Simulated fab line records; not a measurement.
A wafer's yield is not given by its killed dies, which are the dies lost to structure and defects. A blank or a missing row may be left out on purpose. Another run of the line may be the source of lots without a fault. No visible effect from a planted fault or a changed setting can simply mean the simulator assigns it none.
Chamber matching | flow nandHarc | NHARC_A_CONTACT_DEP_29 on pecvd-04 has 3 sister chambers
The step deposits SiON, target thk 70 nm. 3 wafers are shown with their chamber, then 8 later ones without.

WAFERS WITH THEIR CHAMBER
wafer  | chamber | heaterPowerW (W)
L080.5 | 0       | 591
L089.4 | 1       | 657
L093.1 | 2       | 706

WAFERS MISSING THEIR CHAMBER
wafer  | heaterPowerW (W)
L093.2 | 638
L093.6 | 652
L096.2 | 758
L096.4 | 760
L096.6 | 586
L097.1 | 756
L097.2 | 685
L097.4 | 769

WHICH CHAMBER EACH WENT THROUGH
wafer  | from the rows above          | in truth
L093.2 | can't be placed: 1 or 0 or 2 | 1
L093.6 | can't be placed: 1 or 2 or 0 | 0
L096.2 | can't be placed: 2 or 1      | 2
L096.4 | can't be placed: 2 or 1      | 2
L096.6 | can't be placed: 0 or 1      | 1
L097.1 | can't be placed: 2 or 1      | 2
L097.2 | can't be placed: 2 or 1 or 0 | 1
L097.4 | can't be placed: 2 or 1      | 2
0 of 8 placed correctly. From these rows, 8 cannot be placed; in 8 the true chamber is one of the candidates. Wrongly placed: 0.
How it was worked out, from the rows above alone: a wafer's distance from a chamber is the root of the sum, over the readings, of the square of ((its reading less the chamber's mean) divided by the reading's scatter). If the next closest chamber is less than 2 further off than the closest, the wafer can't be placed; otherwise it belongs to the closest. Each chamber's mean is taken over the wafers shown for it. The scatter (one wafer shown for each chamber): square how far every hidden wafer sits from the nearest shown wafer, average those squares and take the square root.
